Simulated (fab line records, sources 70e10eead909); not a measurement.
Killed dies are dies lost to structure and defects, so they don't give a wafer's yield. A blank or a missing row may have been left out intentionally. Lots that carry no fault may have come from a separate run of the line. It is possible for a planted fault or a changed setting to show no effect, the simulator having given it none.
fab line records	flow nand-harc
record lots=15	wafers=45	last-day=25
route steps=1159 shown P_M0@277 P_M1@293
lots untouched by any fault: they come from a run of this same line in which no faults occurred
start-h: start of the lot's first displayed wafer, in hours after the record's first day	wait-h: how many hours have passed since the lot's step before this one	" repeats the value in the row above	L1.1+2: one row covering several wafers at once	- no value present, or no start provided	* or withheld: withheld	< > ~ a bound
route shown NAME@n: a module of which the file shows steps, and the number in the route of the first	usual: mean/standard deviation taken from wafers without a fault	same: alike in all rows	chamber/n: place in a boat	sites: each site's reading	_std_site: standard deviation of those values	_edge_site: inner sites' mean taken away from outer sites' mean	radius-mm: how far each site lies from the wafer's centre	mask NAME#n: copy n	behind: tool/chamber where the wafer was last shaped	hold: why the lot went on hold/how many hours it stayed there/how the hold came to an end	device: the n, p or np transistor that did not switch	end of line: the route-end tests of the same wafers	a step given without rows: its recipe and nothing more	killed: the dies lost at the first sort to structure and to defects; this is not the yield of the wafer	map: per-die view of a wafer (x killed, . not killed, _ where there is no die)
set.NAME: the run value of the setting; set.NAME@STEP: its run value at that earlier step	model.NAME: the simulator's own value behind a step, which no gauge read
one table for each step of the route and one row for each wafer, over a sample of lots
services: from which hour (start-h, from the record's first day; less than 0 if before it) a tool's chamber was out of use, for how many hours, and why
## steps
# step NHARC_P_M0_ANNEAL_30
# recipe temp-c=225	time-s=90
# usual wafer_temp_C_max=226.4/0.5
lot.wafer	tool	chamber	start-h	wait-h	wafer_temp_C_max
L385.3	rtp-anneal-02	0	127.63	-	227.2
L385.5	"	0	"	"	226.4
L385.6	"	0	"	"	227.2
L387.1	rtp-anneal-01	0	137.34	-	226.0
L387.3	"	0	"	"	226.1
L387.5	"	0	"	"	226.3
L386.1	rtp-anneal-01	0	137.81	0.4	226.2
L386.4	"	0	"	"	226.1
L386.6	"	0	"	"	225.8
L388.2	rtp-anneal-01	0	138.25	-	226.3
L388.5	"	0	"	"	226.1
L388.6	"	0	"	"	226.7
L392.1	rtp-anneal-01	0	169.02	-	225.9
L392.4	"	0	"	"	225.6
L392.5	"	0	"	"	225.8
L394.1	rtp-anneal-02	0	175.44	-	226.6
L394.4	"	0	"	"	226.3
L394.5	"	0	"	"	227.5
L393.2	rtp-anneal-02	0	186.36	-	227.1
L393.4	"	0	"	"	226.8
L393.5	"	0	"	"	227.0
L398.4	rtp-anneal-02	0	196.66	-	227.0
L398.5	"	0	"	"	227.1
L398.6	"	0	"	"	226.9
L395.4	rtp-anneal-01	0	197.85	0.4	226.1
L395.5	"	0	"	"	226.1
L395.6	"	0	"	"	225.6
L403.1	rtp-anneal-02	0	227.35	0.3	227.1
L403.2	"	0	"	"	227.1
L403.3	"	0	"	"	227.3
L402.2	rtp-anneal-01	0	228.30	-	226.2
L402.3	"	0	"	"	225.8
L402.6	"	0	"	"	226.2
L404.1	rtp-anneal-02	0	235.51	-	227.0
L404.4	"	0	"	"	227.0
L404.6	"	0	"	"	226.7
L405.2	rtp-anneal-02	0	240.81	0.3	226.1
L405.4	"	0	"	"	227.4
L405.6	"	0	"	"	226.5
L406.2	rtp-anneal-01	0	250.73	0.3	225.9
L406.3	"	0	"	"	226.0
L406.5	"	0	"	"	226.0
L407.1	rtp-anneal-02	0	254.68	0.3	227.1
L407.2	"	0	"	"	226.7
L407.6	"	0	"	"	227.3
# step NHARC_P_M1_PEB_07
# recipe peb-temp-c=100	peb-time-s=65
# usual chill-plate-temp-C=23.00/0.1	exhaust-pa=45.0/0.86	peb-time-s=65/0
lot.wafer	tool	chamber	start-h	wait-h	chill-plate-temp-C	exhaust-pa	peb-time-s
L385.3	litho-track-04	0	129.72	0.0	23.09	44.7	65
L385.5	"	0	"	"	23.00	44.5	65
L385.6	"	0	"	"	22.99	44.4	65
L387.1	litho-track-06	0	139.45	0.1	23.16	45.7	65
L387.3	"	0	"	"	23.12	47.4	65
L387.5	"	0	"	"	23.10	45.7	65
L386.1	litho-track-04	0	140.19	0.1	22.96	44.7	65
L386.4	"	0	"	"	23.04	45.2	65
L386.6	"	0	"	"	23.09	45.8	65
L388.2	litho-track-01	0	140.22	0.1	23.22	45.5	65
L388.5	"	0	"	"	23.16	46.4	65
L388.6	"	0	"	"	23.09	44.8	65
L392.1	litho-track-01	-	171.04	0.1	-	-	-
L392.4	"	-	"	"	-	-	-
L392.5	"	-	"	"	-	-	-
L394.1	litho-track-06	-	177.58	0.1	-	-	-
L394.4	"	-	"	"	-	-	-
L394.5	"	-	"	"	-	-	-
L393.2	litho-track-06	-	188.44	0.1	-	-	-
L393.4	"	-	"	"	-	-	-
L393.5	"	-	"	"	-	-	-
L398.4	litho-track-01	0	198.64	0.0	22.87	43.7	65
L398.5	"	0	"	"	22.93	43.7	65
L398.6	"	0	"	"	22.87	43.8	65
L395.4	litho-track-06	0	199.82	0.0	22.87	45.6	65
L395.5	"	0	"	"	22.88	45.6	65
L395.6	"	0	"	"	22.87	46.6	65
L403.1	litho-track-01	0	229.51	0.1	23.13	44.2	65
L403.2	"	0	"	"	22.90	43.5	65
L403.3	"	0	"	"	23.00	43.5	65
L402.2	litho-track-01	0	230.53	0.1	23.07	45.5	65
L402.3	"	0	"	"	23.07	44.4	65
L402.6	"	0	"	"	22.98	44.1	65
L404.1	litho-track-06	0	237.79	0.1	23.00	45.0	65
L404.4	"	0	"	"	23.06	44.9	65
L404.6	"	0	"	"	23.00	44.6	65
L405.2	litho-track-01	0	242.89	0.1	23.01	45.1	65
L405.4	"	0	"	"	22.96	44.9	65
L405.6	"	0	"	"	23.08	45.1	65
L406.2	litho-track-06	0	252.80	0.1	22.93	45.2	65
L406.3	"	0	"	"	22.87	45.7	65
L406.5	"	0	"	"	22.97	45.0	65
L407.1	litho-track-06	0	256.67	0.1	23.16	44.3	65
L407.2	"	0	"	"	23.05	44.5	65
L407.6	"	0	"	"	22.95	44.8	65
# step NHARC_P_M1_OVL_MEAS_10
# recipe pitch-nm=260
# usual overlay-x-nm=0.1/0.89	overlay-y-nm=-0.2/0.77
lot.wafer	tool	chamber	start-h	wait-h	overlay-x-nm	overlay-y-nm
L385.3	overlay-01	-	129.89	-	-0.6	0.2
L385.5	"	-	"	"	-0.7	-0.5
L385.6	"	-	"	"	-0.4	-0.7
L387.1	overlay-01	-	139.61	-	1.8	0.1
L387.3	"	-	"	"	1.6	0.0
L387.5	"	-	"	"	1.4	-0.2
L386.1	overlay-01	-	140.36	-	-0.4	-0.8
L386.4	"	-	"	"	-0.7	-0.7
L386.6	"	-	"	"	-0.5	-0.7
L388.2	overlay-02	-	140.38	-	-0.4	-0.7
L388.5	"	-	"	"	-0.2	-0.1
L388.6	"	-	"	"	-0.3	-0.4
L392.1	overlay-01	-	171.21	-	-	-
L392.4	"	-	"	"	-	-
L392.5	"	-	"	"	-	-
L394.1	overlay-02	-	177.75	-	-	-
L394.4	"	-	"	"	-	-
L394.5	"	-	"	"	-	-
L393.2	overlay-02	-	188.61	-	-	-
L393.4	"	-	"	"	-	-
L393.5	"	-	"	"	-	-
L398.4	overlay-01	-	198.81	-	-0.1	0.0
L398.5	"	-	"	"	-0.4	-0.1
L398.6	"	-	"	"	-0.9	-0.4
L395.4	overlay-01	-	199.99	-	1.4	0.6
L395.5	"	-	"	"	0.5	0.9
L395.6	"	-	"	"	1.4	0.3
L403.1	overlay-02	-	229.68	-	0.4	-0.6
L403.2	"	-	"	"	0.4	-0.5
L403.3	"	-	"	"	0.3	-1.1
L402.2	overlay-02	-	230.69	-	-0.6	0.0
L402.3	"	-	"	"	-0.9	-0.3
L402.6	"	-	"	"	-0.2	0.1
L404.1	overlay-01	-	237.96	-	1.4	0.3
L404.4	"	-	"	"	1.4	0.3
L404.6	"	-	"	"	1.2	0.2
L405.2	overlay-01	-	243.06	-	0.6	0.0
L405.4	"	-	"	"	0.4	-0.2
L405.6	"	-	"	"	0.8	-0.4
L406.2	overlay-02	-	252.97	-	-0.8	0.3
L406.3	"	-	"	"	-0.2	-0.3
L406.5	"	-	"	"	-0.2	0.3
L407.1	overlay-01	-	256.84	-	-0.1	-0.2
L407.2	"	-	"	"	-0.6	-0.3
L407.6	"	-	"	"	-0.6	-0.7
# step NHARC_P_M1_DESCUM_14
# recipe time-s=3	o2-flow-sccm=200	ar-flow-sccm=0	bias-power-w=0	chemistry=O2
# usual drypump-motor-current-A=5.9/0.44	o2-flow-sccm=199.9/0.62	oes-product-au=0.999/0.0073	rf-vpp-V=57.7/0.91	showerhead-plenum-p-Torr=1.90/0.077	throttle-valve-pct=11.311/0.0092
lot.wafer	tool	chamber	start-h	wait-h	drypump-motor-current-A	o2-flow-sccm	oes-product-au	rf-hours-counter-h	rf-vpp-V	showerhead-plenum-p-Torr	throttle-valve-pct
L385.3	rie-diel-12	2	129.98	0.1	6.5	200.1	0.999	6	58.6	1.92	11.314
L385.5	"	2	"	"	6.5	200.8	1.009	-	59.6	1.92	11.310
L385.6	"	3	"	"	6.1	199.4	1.001	-	57.2	1.79	11.310
L387.1	rie-diel-07	1	139.71	0.1	6.3	199.6	0.990	2	57.6	1.86	11.315
L387.3	"	2	"	"	5.1	199.9	0.995	2	58.9	2.00	11.326
L387.5	"	2	"	"	5.1	199.5	1.000	-	58.0	2.00	11.317
L386.1	rie-diel-07	1	140.45	0.1	6.3	200.1	0.998	2	59.0	1.86	11.327
L386.4	"	3	"	"	5.8	200.0	0.998	2	58.1	1.93	11.306
L386.6	"	2	"	"	5.1	200.5	1.005	-	57.2	2.00	11.317
L388.2	rie-diel-12	1	140.49	0.1	5.5	200.8	0.996	7	56.3	1.82	11.299
L388.5	"	0	"	"	6.1	200.0	0.989	-	56.5	1.90	11.307
L388.6	"	1	"	"	5.5	200.4	0.987	-	55.4	1.82	11.306
L392.1	rie-diel-12	2	171.30	0.1	6.5	201.0	0.999	9	57.0	1.92	11.326
L392.4	"	1	"	"	5.5	200.4	0.992	9	56.3	1.82	11.321
L392.5	"	2	"	"	6.5	198.9	0.991	-	57.9	1.92	11.295
L394.4	rie-diel-12	0	177.87	0.1	6.0	200.3	1.000	10	59.4	1.90	11.316
L394.1	"	1	"	"	5.5	200.0	1.000	10	58.1	1.82	11.322
L394.5	"	3	"	"	6.1	199.5	0.997	-	56.8	1.79	11.310
L393.2	rie-diel-01	0	188.71	0.1	5.5	200.0	1.000	2	59.1	2.05	11.299
L393.5	"	1	"	"	5.4	200.0	1.000	-	57.2	1.93	11.318
L393.4	"	3	"	"	5.4	200.5	0.994	-	57.8	1.94	11.307
L398.4	rie-diel-12	1	198.94	0.1	5.5	199.6	0.984	-	57.7	1.82	11.297
L398.5	"	2	"	"	6.5	198.7	0.997	-	59.7	1.92	11.306
L398.6	"	3	"	"	6.2	200.0	0.999	-	57.5	1.79	11.303
L395.4	rie-diel-01	2	200.10	0.1	5.3	199.6	0.992	1	58.7	2.07	11.307
L395.5	"	0	"	"	5.5	198.8	0.993	-	57.1	2.05	11.330
L395.6	"	1	"	"	5.4	198.7	1.007	-	58.0	1.93	11.307
L403.2	rie-diel-12	1	229.78	0.1	5.5	198.9	0.997	1	56.2	1.82	11.314
L403.1	"	2	"	"	6.5	199.9	1.007	1	58.6	1.92	11.312
L403.3	"	0	"	"	6.1	199.1	0.991	1	58.2	1.89	11.311
L402.2	rie-diel-12	3	230.79	0.1	6.1	199.4	1.001	1	56.4	1.79	11.310
L402.3	"	0	"	"	6.1	199.8	0.987	1	57.1	1.89	11.324
L402.6	"	3	"	"	6.2	199.9	1.001	-	56.0	1.79	11.319
L404.1	rie-diel-07	3	238.07	0.1	5.7	198.6	0.993	0	58.3	1.93	11.301
L404.4	"	2	"	"	5.1	199.5	1.004	-	55.9	2.00	11.308
L404.6	"	3	"	"	5.7	198.9	1.001	-	57.5	1.93	11.315
L405.4	rie-diel-01	1	243.17	0.1	5.3	199.1	0.997	6	58.2	1.93	11.309
L405.2	"	3	"	"	5.4	200.2	0.987	6	57.1	1.94	11.304
L405.6	"	0	"	"	5.5	199.5	0.992	-	58.3	2.04	11.298
L406.2	rie-diel-01	0	253.08	0.1	5.6	200.7	0.999	6	57.5	2.05	11.312
L406.3	"	1	"	"	5.3	200.4	1.011	6	58.0	1.93	11.294
L406.5	"	3	"	"	5.4	198.7	0.999	-	59.3	1.94	11.317
L407.2	rie-diel-01	2	256.95	0.1	5.3	199.9	0.994	5	58.4	2.07	11.291
L407.1	"	3	"	"	5.4	199.5	0.995	7	56.2	1.94	11.320
L407.6	"	1	"	"	5.4	200.5	0.996	-	57.4	1.93	11.319
## services
tool	chamber	start-h	hours	kind
rie-diel-12	0	107.95	-	clean
rie-diel-12	1	107.95	-	clean
rie-diel-12	2	107.95	-	clean
rie-diel-12	3	107.95	-	clean
litho-track-06	-	117.00	7.0	pm
rie-diel-12	0	132.45	-	clean
rie-diel-12	1	132.45	-	clean
rie-diel-12	2	132.45	-	clean
rie-diel-12	3	132.45	-	clean
rie-diel-01	-	137.80	9.0	pm
litho-track-04	-	141.00	7.0	pm
rie-diel-12	-	142.54	4.3	repair
rie-diel-01	1	156.94	8.5	repair
rie-diel-12	0	157.06	-	clean
rie-diel-12	1	157.06	-	clean
rie-diel-12	2	157.06	-	clean
rie-diel-12	3	157.06	-	clean
rie-diel-12	-	174.62	0.3	repair
rie-diel-12	0	181.56	-	clean
rie-diel-01	2	184.30	15.7	repair
rie-diel-12	0	197.91	6.5	repair
rie-diel-12	-	202.78	9.0	pm
rie-diel-07	0	203.53	69.7	repair
rie-diel-07	-	228.20	9.0	pm
## key
first-sign step=NHARC_P_M1_PEB_07	reading=tool-record	direction=missing
effect none on later readings
met-at NHARC_P_M1_PEB_07
struck-lots L392,L393,L394
later-rows-left-out L392.1,L392.4,L392.5,L393.2,L393.4,L393.5,L394.1,L394.4,L394.5
sort-left-out L392.1,L392.4,L392.5,L393.2,L393.4,L393.5,L394.1,L394.4,L394.5
not-acting-at NHARC_P_M0_ANNEAL_30,NHARC_P_M1_OVL_MEAS_10,NHARC_P_M1_DESCUM_14
onset-between 140.22 171.04
fault kind=skipped-step-whole	tool=litho-track-01,litho-track-06	chamber=-	onset-h=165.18	steps=NHARC_P_M1_PEB_07	scope=struck-lots-only
# sort-left-out: the simulated sort isn't trusted on such a fault, so these wafers' sort isn't shown, and their yield isn't known
# later-rows-left-out: the simulator's readings of these wafers behind a module that went badly wrong aren't trusted and aren't shown, but for the sort
